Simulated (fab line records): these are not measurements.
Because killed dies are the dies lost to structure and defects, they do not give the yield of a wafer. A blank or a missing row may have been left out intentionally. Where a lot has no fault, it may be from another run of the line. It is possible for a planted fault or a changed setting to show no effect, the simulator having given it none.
Chamber matching    flow n5_finfet    rie_diel-06 running N5_BEOL_M11_ETCH_66: 4 sister chambers
The step etches SOC in N2/H2, target depth 120 nm, overetch 24 nm, time 180 s. 22 wafers are shown with their chamber, then 11 later ones without.

EACH WAFER AND ITS CHAMBER
wafer   chamber  showerhead_plenum_p_Torr (Torr)  throttle_valve_pct (%)  drypump_motor_current_A (A)
L074.4  0        2.65                             17.67                   5.9
L074.5  3        2.63                             17.74                   5.7
L074.6  0        2.65                             17.68                   5.9
L079.1  1        2.35                             18.11                   5.5
L079.2  2        2.56                             18.14                   6.1
L079.6  0        2.65                             17.67                   5.9
L077.1  3        2.62                             17.77                   5.7
L077.3  2        2.56                             18.17                   6.1
L077.5  1        2.35                             18.10                   5.5
L078.2  1        2.35                             18.09                   5.5
L078.4  3        2.62                             17.75                   5.7
L078.5  1        2.35                             18.12                   5.6
L081.3  0        2.64                             17.68                   5.9
L081.4  3        2.62                             17.77                   5.7
L081.5  2        2.55                             18.17                   6.0
L084.1  0        2.64                             17.70                   5.9
L084.3  2        2.55                             18.17                   6.0
L084.6  3        2.62                             17.75                   5.7
L086.3  3        2.62                             17.77                   5.7
L086.4  1        2.35                             18.13                   5.5
L086.5  0        2.64                             17.73                   5.9
L089.1  2        2.55                             18.19                   6.0

SIGNATURES, as means of the wafers listed above
reading                   chamber 0  chamber 1  chamber 2  chamber 3  scatter within a chamber
showerhead_plenum_p_Torr  2.6450     2.3500     2.5540     2.6217     0.00443
throttle_valve_pct        17.6883    18.1100    18.1680    17.7583    0.018
drypump_motor_current_A   5.900      5.520      6.040      5.700      0.0333
Rule: a wafer's distance from a chamber is the root of the sum, over the readings, of the square of ((its reading less the chamber's mean) divided by the reading's scatter). The wafer belongs to the nearest chamber; if the next one is less than 2 further off, it can't be placed. The scatter: take each reading less its chamber's mean, square it, sum over the shown wafers, divide by the number of wafers less the number of chambers, and take the root.

WAFERS WITH NO CHAMBER GIVEN
wafer   showerhead_plenum_p_Torr (Torr)  throttle_valve_pct (%)  drypump_motor_current_A (A)
L089.3  2.64                             17.72                   5.9
L089.4  2.64                             17.72                   5.9
L093.1  2.63                             17.73                   5.9
L093.4  2.34                             18.14                   5.5
L093.5  2.61                             17.79                   5.7
L096.1  2.34                             18.14                   5.5
L096.3  2.61                             17.80                   5.7
L096.5  2.54                             18.22                   6.0
L097.1  2.54                             18.24                   6.0
L097.2  2.61                             17.83                   5.7
L097.3  2.62                             17.76                   5.9

WHICH CHAMBER EACH WENT THROUGH
wafer   from the rows above      in truth
L089.3  0                        0
L089.4  0                        0
L093.1  0                        0
L093.4  1                        1
L093.5  3                        3
L096.1  1                        1
L096.3  3                        3
L096.5  2                        2
L097.1  2                        2
L097.2  3                        3
L097.3  can't be placed: 3 or 0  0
10 of 11 placed correctly. Unplaceable from these rows: 1, with the true chamber sitting among the candidates in 1. Number placed wrongly: 0.
